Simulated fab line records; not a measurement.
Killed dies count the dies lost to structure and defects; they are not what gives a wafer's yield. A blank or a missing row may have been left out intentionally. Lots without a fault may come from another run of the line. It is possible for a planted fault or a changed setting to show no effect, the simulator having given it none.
Lot-split experiment + flow n5Finfet + on a route of 1938 steps: 7 lots, 39 wafers read

ABOUT THE SPLIT
At N5_PASSIVATION_PECVD_53 (deposits SiO2 from TEOS/O2, target thk 800 nm, time 169.4 s), the setting timeS was moved away from the recipe's 169.4 s on 9 of the 39 wafers read, by -48.2% to +22.3%. This setting was run at the recipe's value on the other wafers.

Reading taken at the split's own step.

THE READING
SiO2_of_PASSIVATION_PECVD_53.thkNm (the simulator's own value, which no gauge read), in nm, at N5_PASSIVATION_PECVD_53 (deposits SiO2 from TEOS/O2, target thk 800 nm, time 169.4 s). No usual value for it is given in the file. Average 797.0 nm, standard deviation 11 nm, over the 30 wafers here run with the recipe.

| wafer  | tool, chamber at the split | timeS as run, s | against the recipe | SiO2_of_PASSIVATION_PECVD_53.thkNm, nm | against lot-mates on the recipe |
|--------|----------------------------|-----------------|--------------------|----------------------------------------|---------------------------------|
| L077.1 | pecvd-02, 2                | 169.4           | recipe             | 795.4                                  | -                               |
| L077.2 | pecvd-02, 1                | 95.78           | -43.5%             | 451.2                                  | -350.8                          |
| L077.3 | pecvd-02, 0                | 95.78           | -43.5%             | 456.4                                  | -345.6                          |
| L077.4 | pecvd-02, 2                | 95.78           | -43.5%             | 456.6                                  | -345.4                          |
| L077.5 | pecvd-02, 1                | 169.4           | recipe             | 800.6                                  | -                               |
| L077.6 | pecvd-02, 0                | 169.4           | recipe             | 810                                    | -                               |
| L079.1 | pecvd-02, 1                | 169.4           | recipe             | 792.8                                  | -                               |
| L079.2 | pecvd-02, 0                | 169.4           | recipe             | 790.2                                  | -                               |
| L079.3 | pecvd-02, 0                | 169.4           | recipe             | 807                                    | -                               |
| L079.4 | pecvd-02, 1                | 169.4           | recipe             | 800.2                                  | -                               |
| L079.5 | pecvd-02, 1                | 169.4           | recipe             | 800                                    | -                               |
| L079.6 | pecvd-02, 0                | 169.4           | recipe             | 808.6                                  | -                               |
| L081.1 | pecvd-03, 0                | 169.4           | recipe             | 793                                    | -                               |
| L081.2 | pecvd-03, 2                | 87.72           | -48.2%             | 398.8                                  | -399.9                          |
| L081.3 | pecvd-03, 1                | 87.72           | -48.2%             | 409                                    | -389.7                          |
| L081.4 | pecvd-03, 1                | 169.4           | recipe             | 794.6                                  | -                               |
| L081.5 | pecvd-03, 2                | 87.72           | -48.2%             | 410.6                                  | -388.1                          |
| L081.6 | pecvd-03, 0                | 169.4           | recipe             | 808.4                                  | -                               |
| L088.1 | pecvd-02, 0                | 169.4           | recipe             | 802.6                                  | -                               |
| L088.2 | pecvd-02, 2                | 169.4           | recipe             | 789.4                                  | -                               |
| L088.3 | pecvd-02, 1                | 169.4           | recipe             | 778.4                                  | -                               |
| L088.4 | pecvd-02, 1                | 169.4           | recipe             | 789                                    | -                               |
| L088.5 | pecvd-02, 2                | 169.4           | recipe             | 813.4                                  | -                               |
| L088.6 | pecvd-02, 0                | 169.4           | recipe             | 812.8                                  | -                               |
| L089.1 | pecvd-02, 1                | 169.4           | recipe             | 774.8                                  | -                               |
| L089.2 | pecvd-02, 2                | 169.4           | recipe             | 788.6                                  | -                               |
| L089.3 | pecvd-02, 0                | 169.4           | recipe             | 787.4                                  | -                               |
| L089.4 | pecvd-02, 1                | 169.4           | recipe             | 787.8                                  | -                               |
| L089.5 | pecvd-02, 0                | 169.4           | recipe             | 808.8                                  | -                               |
| L089.6 | pecvd-02, 2                | 169.4           | recipe             | 807.6                                  | -                               |
| L092.1 | pecvd-04, 0                | 207.1           | +22.3%             | 952.8                                  | +148.6                          |
| L092.2 | pecvd-04, 1                | 207.1           | +22.3%             | 964                                    | +159.8                          |
| L092.3 | pecvd-04, 0                | 207.1           | +22.3%             | 972                                    | +167.8                          |
| L092.4 | pecvd-04, 1                | 169.4           | recipe             | 813                                    | -                               |
| L092.5 | pecvd-04, 1                | 169.4           | recipe             | 799.2                                  | -                               |
| L092.6 | pecvd-04, 0                | 169.4           | recipe             | 800.4                                  | -                               |
| L094.1 | pecvd-03, 0                | 169.4           | recipe             | 787.4                                  | -                               |
| L094.2 | pecvd-03, 2                | 169.4           | recipe             | 775.4                                  | -                               |
| L094.5 | pecvd-03, 0                | 169.4           | recipe             | 794.4                                  | -                               |

FIT RESULTS
A straight line over all 39 wafers: SiO2_of_PASSIVATION_PECVD_53.thkNm changes by +7.93 nm for each +1% of timeS; r = +1.00; the points scatter about the line by 11 nm.
The same after taking each lot's own level away (the mean of its wafers on the recipe; 39 wafers): +7.94 nm for each +1%; r = +1.00; scatter 10 nm.
According to that fit, moving timeS by its largest amount changes the reading by 3.8e+02 nm.
From 785.73 to 804.20 nm: that is the span of the lots' own levels, equal to 1.7 times the standard deviation above.
Consequently the slope shifts little with the lot-to-lot level, the two slopes agreeing.
Check: -382 nm against its lot-mates is what the line predicts for one of the wafers moved furthest among these (-48.2%) when that wafer is left out of the fit. It came out at -400 nm against them.

OTHER SPLITS ON THESE WAFERS
These wafers also went through other splits before the reading. Each is held against what the fit with the lots' levels taken away leaves over:
| other split on the same wafers    | wafers away from the commonest value | r with SiO2_of_PASSIVATION_PECVD_53.thkNm (lot level and that fit taken away) |
|-----------------------------------|--------------------------------------|-------------------------------------------------------------------------------|
| N5_BEOL_M14_ILD_DEP_00 targetThkA | 15                                   | +0.01                                                                         |
| N5_BEOL_M15_DEP_53 timeS          | 9                                    | +0.09                                                                         |

THE FILE'S OWN FIT
SiO2_of_PASSIVATION_PECVD_53.thkNm changes by +7.97 nm for each +1% of timeS, r = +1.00.
